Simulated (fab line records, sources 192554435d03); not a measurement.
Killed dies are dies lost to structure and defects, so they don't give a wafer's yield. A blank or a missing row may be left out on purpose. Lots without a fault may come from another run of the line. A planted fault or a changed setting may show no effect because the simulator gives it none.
One fault seen from 3 desks | flow n5_finfet | each desk has only its own numbers; what lay behind them comes last

THE DEFECT DESK
What the inspections along the route counted, lot by lot: means of the sampled wafers that have a number. A lot is out of limits, marked OUT, if its mean lies more than 4 standard deviations from the usual mean; the brackets give that distance.
Columns: A = raw_defect_count at N5_BEOL_M1_INSPECT_13, usual 388
lot  | first seen here | A
L263 | day 8 18:44     | 413
L265 | day 9 06:56     | 281
L270 | day 11 00:00    | 386
L272 | day 11 08:10    | 467
L274 | day 11 22:53    | 390
This desk's finding: nothing out of limits on any of the 5 lots.

THE METROLOGY DESK
What the gauges read, lot by lot, whatever tool the lot ran on: means of the sampled wafers that have a number. A lot is out of limits, marked OUT, if its mean lies more than 4 standard deviations from the usual mean; the brackets give that distance. Of its 12 readings 7 are shown: those that lie furthest out on some lot.
Columns: A = cd_nm at N5_BEOL_M1_CD_MEAS_11, usual 17.07 nm; B = M1_OVL at N5_BEOL_M1_OVL_MEAS_12, usual 0.0 nm; C = DIBL_N at N5_BEOL_M4_RC_MEAS_101, usual 36.3 mV/V; D = DIBL_P at N5_BEOL_M4_RC_MEAS_101, usual 36.3 mV/V; E = IOFF_P at N5_BEOL_M4_RC_MEAS_101, usual 0.210 nA/um; F = SS_N at N5_BEOL_M4_RC_MEAS_101, usual 71.5 mV/dec; G = SS_P at N5_BEOL_M4_RC_MEAS_101, usual 73.4 mV/dec
lot  | first seen here | A     | B    | C    | D    | E     | F    | G
L263 | day 8 18:39     | 17.18 | 0.4  | 35.5 | 35.4 | 0.196 | 71.8 | 73.6
L265 | day 9 06:51     | 17.47 | 0.5  | 38.0 | 38.0 | 0.254 | 72.2 | 73.8
L270 | day 10 23:55    | 17.08 | -0.6 | 37.0 | 37.6 | 0.224 | 71.6 | 73.2
L272 | day 11 08:05    | 17.10 | -0.5 | 35.0 | 35.3 | 0.187 | 70.8 | 72.5
L274 | day 11 22:47    | 16.90 | 1.4  | 35.6 | 36.2 | 0.210 | 71.2 | 73.1
This desk's finding: nothing out of limits on any of the 5 lots.

THE TOOL OWNER'S DESK: rie_diel-02
The tool's own readings at N5_BEOL_M1_ETCH_64 (etches SOC in N2/H2, target depth 75 nm, overetch 15 nm, time 112.5 s): means of the sampled wafers that have a number, for each lot that ran on this tool. A lot is out of limits, marked OUT, if its mean lies more than 4 standard deviations from the usual mean; the brackets give that distance.
Columns: A = bias_w at N5_BEOL_M1_ETCH_64, usual 150.0 W; B = drypump_motor_current_A at N5_BEOL_M1_ETCH_64, usual 5.4 A; C = oes_product_au at N5_BEOL_M1_ETCH_64, usual 0.60 a.u.; D = rf_vpp_V at N5_BEOL_M1_ETCH_64, usual 525.2 V; E = showerhead_plenum_p_Torr at N5_BEOL_M1_ETCH_64, usual 2.59 Torr; F = throttle_valve_pct at N5_BEOL_M1_ETCH_64, usual 17.86 %
lot  | first seen here | A     | B   | C    | D     | E    | F
L263 | day 8 18:57     | 150.4 | 4.9 | 0.61 | 526.5 | 2.66 | 17.97
L265 | day 9 07:04     | 150.0 | 5.1 | 0.62 | 526.7 | 2.66 | 17.94
L270 | day 11 00:07    | 149.7 | 5.1 | 0.59 | 526.9 | 2.64 | 17.84
This desk's finding: nothing out of limits on any of the 3 lots.

PUT TOGETHER
The defect desk saw nothing out of limits.
The metrology desk saw nothing out of limits.
The tool owner's desk saw nothing out of limits.

WHAT THE SIMULATOR HAD PUT IN
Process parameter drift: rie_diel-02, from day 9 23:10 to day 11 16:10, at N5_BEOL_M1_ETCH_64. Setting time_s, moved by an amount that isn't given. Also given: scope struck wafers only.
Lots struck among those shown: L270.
